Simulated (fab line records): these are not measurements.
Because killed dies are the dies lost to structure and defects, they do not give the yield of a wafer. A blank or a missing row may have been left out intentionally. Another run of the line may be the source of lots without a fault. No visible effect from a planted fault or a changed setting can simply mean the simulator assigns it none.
fab line records	flow nand-harc
record: lots: 12	wafers: 36	last-day: 30
route steps=1302 shown P_M1@303 THIN_TSV@1261 END@1302
lots with no fault: from the same line, run without faults
start-h: start of the lot's first displayed wafer, in hours after the record's first day	wait-h: hours elapsed since this lot's preceding step	" repeats the value in the row above	L1.1+2: one row covering several wafers at once	- no value, or no start given	* or withheld: withheld	< > ~ a bound
route shown NAME@n: a module of which the file shows steps, and the number in the route of the first	usual: average and standard deviation across the fault-free wafers	same: alike in all rows	chamber/n: place in a boat	sites: the reading at each site	_std_site: the standard deviation of these	_edge_site: inner sites' mean taken away from outer sites' mean	radius-mm: how far each site lies from the wafer's centre	mask NAME#n: copy n	behind: tool/chamber where the wafer was last shaped	hold: why the lot went on hold/how many hours it stayed there/how the hold came to an end	device: whichever transistor did not switch (one of n, p or np)	end of line: the tests these same wafers got at the end of their route	a step given without rows: its recipe and nothing more	killed: not the wafer's yield, but the dies lost to structure and defects at the first sort	map: the dies of a wafer, with x for killed, . for not killed, _ for no die there
set.NAME: setting as actually run; set.NAME@STEP: the setting as run at that earlier step	model.NAME: the simulator's own value behind a step, which no gauge read
one table for each step of the route and one row for each wafer, over a sample of lots
services: a tool's chamber out of use, with start hour (start-h, from the record's first day; less than 0 if before it), hours out, and reason
== steps ==
step: NHARC_P_M1_ETCH_28
recipe: target-depth-a: 300	over-etch-frac: 0.3	time-s: 72.99	ion-energy-ev: 150	cf4-flow-sccm: 50	n2-flow-sccm: 100	ar-flow-sccm: 150	rf-w: 300	bias-w: 100	chemistry: CF4/N2
usual: drypump-motor-current-A: 5.9/0.45	oes-product-au: 1.001/0.014	rf-vpp-V: 313.1/1.7	showerhead-plenum-p-Torr: 2.57/0.08	throttle-valve-pct: 19.794/0.0088
same: over-etch-frac: 0.3
lot.wafer	tool	chamber	start-h	wait-h	drypump-motor-current-A	oes-product-au	rf-hours-counter-h	rf-vpp-V	showerhead-plenum-p-Torr	throttle-valve-pct
L580.1	rie-diel-12	1	130.27	-	5.3	0.991	2	312.7	2.54	19.779
L580.2	"	2	"	"	5.4	1.005	2	313.2	2.61	19.788
L580.6	"	0	"	"	5.3	1.009	-	311.4	2.46	19.794
L579.1	rie-diel-12	1	131.07	-	5.4	1.000	2	312.4	2.55	19.801
L579.2	"	2	"	"	5.4	1.007	2	314.9	2.61	19.799
L579.5	"	0	"	"	5.4	1.018	-	310.9	2.46	19.795
L581.1	rie-diel-02	3	146.86	-	5.5	0.991	29	313.3	2.57	19.795
L581.3	"	0	"	"	6.1	0.998	26	311.7	2.44	19.786
L581.2	"	1	"	"	5.8	1.002	16	315.5	2.73	19.783
L582.2	rie-diel-01	3	154.50	-	5.6	1.010	11	314.0	2.68	19.792
L582.1	"	2	"	"	6.2	1.002	13	312.7	2.57	19.793
L582.6	"	0	"	"	6.1	1.022	-	313.6	2.58	19.805
L583.2	rie-diel-01	3	162.59	-	5.6	1.006	12	314.3	2.68	19.787
L583.3	"	0	"	"	6.1	1.022	12	312.2	2.58	19.789
L583.6	"	3	"	"	5.6	1.015	-	314.0	2.68	19.792
L585.1	rie-diel-02	1	180.99	-	5.8	1.008	27	317.0	2.72	19.788
L585.3	"	2	"	"	6.5	1.015	44	310.4	2.44	19.792
L585.2	"	3	"	"	5.5	0.987	44	314.0	2.56	19.792
L588.4	rie-diel-02	0	212.96	-	6.1	0.989	45	310.1	2.43	19.789
L588.3	"	3	"	"	5.5	0.984	51	312.3	2.56	19.805
L588.6	"	1	"	"	5.8	0.994	-	315.0	2.72	19.789
L589.4	rie-diel-01	3	227.24	-	5.6	0.983	1	314.5	2.68	19.794
L589.5	"	1	"	"	6.6	0.982	-	315.3	2.66	19.795
L589.6	"	2	"	"	6.2	0.989	-	313.6	2.57	19.794
L590.2	rie-diel-12	0	235.23	-	5.4	1.013	9	310.2	2.46	19.786
L590.5	"	1	"	"	5.4	1.012	-	313.9	2.54	19.802
L590.6	"	2	"	"	5.3	1.009	-	314.2	2.60	19.780
L592.4	rie-diel-01	1	255.21	-	6.6	0.985	4	314.0	2.65	19.792
L592.1	"	2	"	"	6.3	0.998	3	311.7	2.56	19.802
L592.6	"	1	"	"	6.7	0.994	-	315.3	2.66	19.791
L591.3	rie-diel-01	1	256.22	-	6.6	0.995	4	313.6	2.65	19.796
L591.4	"	0	"	"	6.1	1.016	4	312.4	2.58	19.790
L591.5	"	2	"	"	6.2	0.991	-	311.6	2.56	19.797
L593.3	rie-diel-01	1	269.54	-	6.6	0.997	6	314.2	2.65	19.797
L593.6	"	2	"	"	6.2	0.983	-	313.9	2.56	19.780
L593.5	"	3	"	"	5.6	0.998	-	315.5	2.67	19.801
step: NHARC_THIN_TSV_DESCUM_14
recipe: time-s: 3	o2-flow-sccm: 200	ar-flow-sccm: 0	bias-power-w: 0	chemistry: O2
usual: drypump-motor-current-A: 5.5/0.35	oes-product-au: 1.002/0.015	rf-vpp-V: 57.8/0.93	showerhead-plenum-p-Torr: 1.91/0.088	throttle-valve-pct: 11.310/0.01
lot.wafer	tool	chamber	start-h	wait-h	drypump-motor-current-A	oes-product-au	rf-hours-counter-h	rf-vpp-V	showerhead-plenum-p-Torr	throttle-valve-pct
L579.2	rie-diel-05	2	546.46	-	5.2	0.990	6.0	57.9	2.04	11.302
L579.1	"	0	"	"	6.2	0.995	5.3	57.9	2.00	11.317
L579.5	"	1	"	"	5.3	0.996	-	59.2	2.03	11.322
L580.1	rie-diel-04	1	549.27	-	6.0	1.017	0.5	58.1	1.89	11.306
L580.2	"	2	"	"	5.2	1.002	0.5	57.3	1.94	11.302
L580.6	"	2	"	"	5.2	1.010	-	58.9	1.94	11.303
L582.1	rie-diel-12	3	559.93	-	5.5	1.018	6.7	57.4	1.81	11.323
L582.2	"	0	"	"	5.4	1.020	6.9	57.6	1.78	11.322
L582.6	"	0	"	"	5.4	1.024	-	57.9	1.78	11.314
L581.2	rie-diel-12	1	561.77	-	5.3	1.009	6.6	57.6	1.84	11.334
L581.1	"	3	"	"	5.5	1.010	6.9	56.7	1.81	11.293
L581.3	"	0	"	"	5.3	1.023	7.2	58.1	1.78	11.306
L583.2	rie-diel-05	1	574.79	-	5.3	1.004	6.9	58.3	2.03	11.321
L583.3	"	0	"	"	6.2	0.987	6.6	59.9	2.00	11.306
L583.6	"	2	"	"	5.2	1.000	-	58.8	2.03	11.305
L585.2	rie-diel-05	0	583.08	-	6.2	0.978	7.4	57.7	2.00	11.305
L585.3	"	1	"	"	5.3	1.008	7.7	59.4	2.03	11.308
L585.1	"	2	"	"	5.2	1.004	8.3	56.9	2.03	11.300
L588.3	rie-diel-05	0	628.14	-	6.2	0.979	1.5	58.2	2.00	11.313
L588.4	"	1	"	"	5.3	0.980	1.4	58.4	2.03	11.303
L588.6	"	3	"	"	5.3	1.014	-	57.8	1.89	11.314
L589.4	rie-diel-05	1	650.55	-	5.3	0.987	2.5	58.1	2.03	11.306
L589.6	"	3	"	"	5.3	1.021	-	57.9	1.89	11.312
L589.5	"	0	"	"	6.1	0.995	-	58.7	2.00	11.291
L590.2	rie-diel-12	3	672.42	-	5.5	1.019	2.6	57.6	1.81	11.315
L590.5	"	2	"	"	5.4	1.001	-	57.2	1.89	11.310
L590.6	"	3	"	"	5.5	1.017	-	57.6	1.81	11.312
L592.1	rie-diel-05	0	672.59	-	6.2	0.986	3.4	57.1	2.00	11.313
L592.4	"	1	"	"	5.3	0.988	3.3	57.3	2.03	11.291
L592.6	"	2	"	"	5.2	0.986	-	56.3	2.03	11.295
L591.3	rie-diel-04	2	693.12	-	5.2	1.001	6.8	58.5	1.94	11.296
L591.4	"	3	"	"	6.2	1.013	7.7	57.0	1.88	11.320
L591.5	"	1	"	"	6.0	1.003	-	56.5	1.89	11.300
L593.3	rie-diel-12	0	695.65	-	5.3	1.030	4.5	57.4	1.78	11.293
L593.5	"	2	"	"	5.4	0.999	-	57.8	1.89	11.318
L593.6	"	3	"	"	5.5	1.017	-	57.1	1.81	11.327
step: NHARC_THIN_TSV_ETCH_15
recipe: target-depth-a: 30000	bosch-target-overetch-cycles: 2	bosch-etch-step-s: 2.8	bosch-dep-step-s: 1.2	bosch-cycles: 14
usual: drypump-motor-current-A: 5.8/0.41	he-backside-leak-sccm: 2.65/0.24
lot.wafer	tool	chamber	start-h	wait-h	drypump-motor-current-A	he-backside-leak-sccm	rf-hours-counter-h
L579.2	rie-si-06	2	547.11	-	5.8	2.56	0.55
L579.1	"	0	"	"	5.7	2.33	0.53
L579.5	"	2	"	"	5.8	2.57	-
L580.1	rie-si-04	1	549.94	-	5.2	3.01	0.13
L580.2	"	3	"	"	5.7	2.31	0.14
L580.6	"	0	"	"	5.9	2.64	-
L582.2	rie-si-04	2	560.59	-	6.6	2.71	0.19
L582.1	"	0	"	"	5.9	2.68	0.15
L582.6	"	2	"	"	6.6	2.67	-
L581.1	rie-si-04	3	562.44	-	5.7	2.44	0.21
L581.2	"	0	"	"	5.8	2.85	0.17
L581.3	"	1	"	"	5.1	3.09	0.20
L583.3	rie-si-04	0	575.45	-	5.8	2.88	0.21
L583.2	"	3	"	"	5.7	2.32	0.27
L583.6	"	0	"	"	5.8	2.89	-
L585.2	rie-si-06	3	583.74	-	6.2	2.81	0.71
L585.1	"	0	"	"	5.7	2.39	0.86
L585.3	"	2	"	"	5.8	2.49	0.80
L588.4	rie-si-06	1	628.78	-	5.9	2.80	0.06
L588.3	"	0	"	"	5.7	2.42	0.04
L588.6	"	1	"	"	5.9	2.75	-
L589.4	rie-si-04	0	651.21	-	5.8	2.83	0.77
L589.5	"	2	"	"	6.6	2.65	-
L589.6	"	3	"	"	5.7	2.43	-
L590.2	rie-si-03	3	673.08	-	5.2	2.85	0.62
L590.5	"	2	"	"	5.2	2.61	-
L590.6	"	3	"	"	5.1	2.83	-
L592.1	rie-si-06	1	673.24	-	5.8	2.79	0.32
L592.4	"	3	"	"	6.1	2.76	0.28
L592.6	"	0	"	"	5.7	2.41	-
L591.3	rie-si-03	3	693.76	-	5.1	2.84	0.80
L591.4	"	1	"	"	6.0	2.60	0.60
L591.5	"	0	"	"	5.7	2.34	-
L593.3	rie-si-06	1	696.31	-	5.9	2.65	0.45
L593.6	"	0	"	"	5.7	2.25	-
L593.5	"	1	"	"	5.8	2.74	-
step: NHARC_THIN_TSV_DEGAS_53
recipe: temp-c: 300	time-s: 60
usual: heater-power-w: 465/37
lot.wafer	tool	chamber	start-h	wait-h	heater-power-w
L579.2	pvd-sputter-01	-	551.05	0.1	498
L579.1	"	-	"	"	444
L579.5	"	-	"	"	462
L580.1	pvd-sputter-02	-	553.94	0.1	464
L580.2	"	-	"	"	470
L580.6	"	-	"	"	423
L582.2	pvd-sputter-03	-	564.51	0.1	428
L582.1	"	-	"	"	539
L582.6	"	-	"	"	538
L581.2	pvd-sputter-03	-	566.37	0.1	415
L581.3	"	-	"	"	427
L581.1	"	-	"	"	429
L583.3	pvd-sputter-02	-	579.45	0.1	424
L583.2	"	-	"	"	477
L583.6	"	-	"	"	470
L585.2	pvd-sputter-03	-	587.76	0.1	430
L585.1	"	-	"	"	522
L585.3	"	-	"	"	413
L588.4	pvd-sputter-03	-	632.72	0.1	424
L588.3	"	-	"	"	421
L588.6	"	-	"	"	436
L589.4	pvd-sputter-02	-	655.21	0.1	486
L589.5	"	-	"	"	471
L589.6	"	-	"	"	497
L590.2	pvd-sputter-01	-	677.02	0.1	509
L590.6	"	-	"	"	448
L590.5	"	-	"	"	529
L592.4	pvd-sputter-03	-	677.26	0.1	432
L592.1	"	-	"	"	538
L592.6	"	-	"	"	410
L591.4	pvd-sputter-01	-	697.68	0.1	464
L591.3	"	-	"	"	498
L591.5	"	-	"	"	440
L593.3	pvd-sputter-03	-	700.24	0.1	434
L593.5	"	-	"	"	531
L593.6	"	-	"	"	410
step: NHARC_END_SORT_01
recipe: temp-c: 25
usual: defect-limited-yield: 90/3.8	killed-at-array: 61/26	killed-at-other: 0.8/1.1	killed-at-periphery: 4.0/2.6	killed-dies: 66/26	killed-open: 3.1/1.7	killed-short: 2.5/1.5
same: gross-dies: 677
lot.wafer	tool	chamber	start-h	wait-h	defect-limited-yield[%]	killed-at-array	killed-at-other	killed-at-periphery	killed-dies	killed-open	killed-short
L593.3	prober-02	0	712.20	3.1	85	94	1	6	101	5	3
L593.5	prober-02	0	713.79	3.7	84	104	0	5	109	4	1
L593.6	prober-02	0	714.58	4.0	80	83	0	52	135	0	3
killed by level:class
L593.3 A_SLIT:chamber-film-flake=31 A_CHANNEL_HOLE_D1:chamber-film-flake=27 A_CHANNEL_HOLE_D2:chamber-film-flake=23 A_CONTACT:chamber-film-flake=6 P_M0:chamber-film-flake=3 P_GATE:geometric-particle:short=1 P_M1:geometric-particle:open=1 A_CHANNEL_FILL_D1:geometric-particle:open=1
L593.5 A_SLIT:chamber-film-flake=36 A_CHANNEL_HOLE_D2:chamber-film-flake=29 A_CHANNEL_HOLE_D1:chamber-film-flake=24 A_CONTACT:chamber-film-flake=7 A_WL_FILL:geometric-particle:open=2 P_GATE:chamber-film-flake=2 A_CHANNEL_FILL_D1:chamber-film-flake=2 P_GATE:geometric-particle:open=1
L593.6 P_M1:unspecified=49 A_SLIT:chamber-film-flake=35 A_CHANNEL_HOLE_D1:chamber-film-flake=26 A_CHANNEL_HOLE_D2:chamber-film-flake=17 A_CONTACT:chamber-film-flake=2 P_ZERO_WELL:geometric-particle:short=1 A_SGD_CUT:geometric-particle:short=1 A_CONTACT:geometric-particle:short=1
== services ==
tool	chamber	start-h	hours	kind
rie-diel-12	2	114.80	3.6	repair
pvd-sputter-03	-	170.00	10.0	pm
rie-diel-01	-	201.32	1.2	repair
rie-diel-01	-	203.80	9.0	pm
rie-diel-05	-	229.60	9.0	pm
rie-diel-12	-	268.40	9.0	pm
rie-diel-01	2	285.33	4.1	repair
pvd-sputter-03	-	288.72	68.7	repair
rie-diel-12	2	288.87	6.6	repair
pvd-sputter-03	-	357.45	10.0	pm
rie-diel-05	0	364.54	1.2	repair
rie-diel-01	-	380.80	9.0	pm
rie-diel-05	-	406.60	9.0	pm
rie-diel-12	-	445.40	9.0	pm
rie-diel-12	-	461.58	1.1	repair
rie-diel-12	1	483.84	15.0	repair
rie-diel-05	0	503.77	4.8	repair
pvd-sputter-03	-	535.45	10.0	pm
rie-diel-12	2	546.67	2.7	repair
rie-diel-01	2	554.58	22.1	repair
rie-diel-01	-	557.80	9.0	pm
rie-diel-12	-	622.40	9.0	pm
rie-diel-12	-	646.87	0.3	repair
rie-diel-12	2	656.59	1.2	repair
== key ==
first-sign: step: NHARC_END_SORT_01	reading: killed-at-periphery	direction: up	sigmas: 18	usual: 4.0	struck: 52
more-kills-born-at: NHARC_P_M1_ETCH_28@rie-diel-01: 49
met-at NHARC_P_M1_ETCH_28
struck-lots L593
struck-wafers L593.6
not-acting-at NHARC_THIN_TSV_DESCUM_14,NHARC_THIN_TSV_ETCH_15,NHARC_THIN_TSV_DEGAS_53
onset-between 256.22 269.54
fault: kind: chamber-particle-source	tool: rie-diel-01	chamber: 2	onset-h: 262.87	steps: NHARC_P_M1_ETCH_28	rate-per-visit-cm2: 0.3844	end-h: 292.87
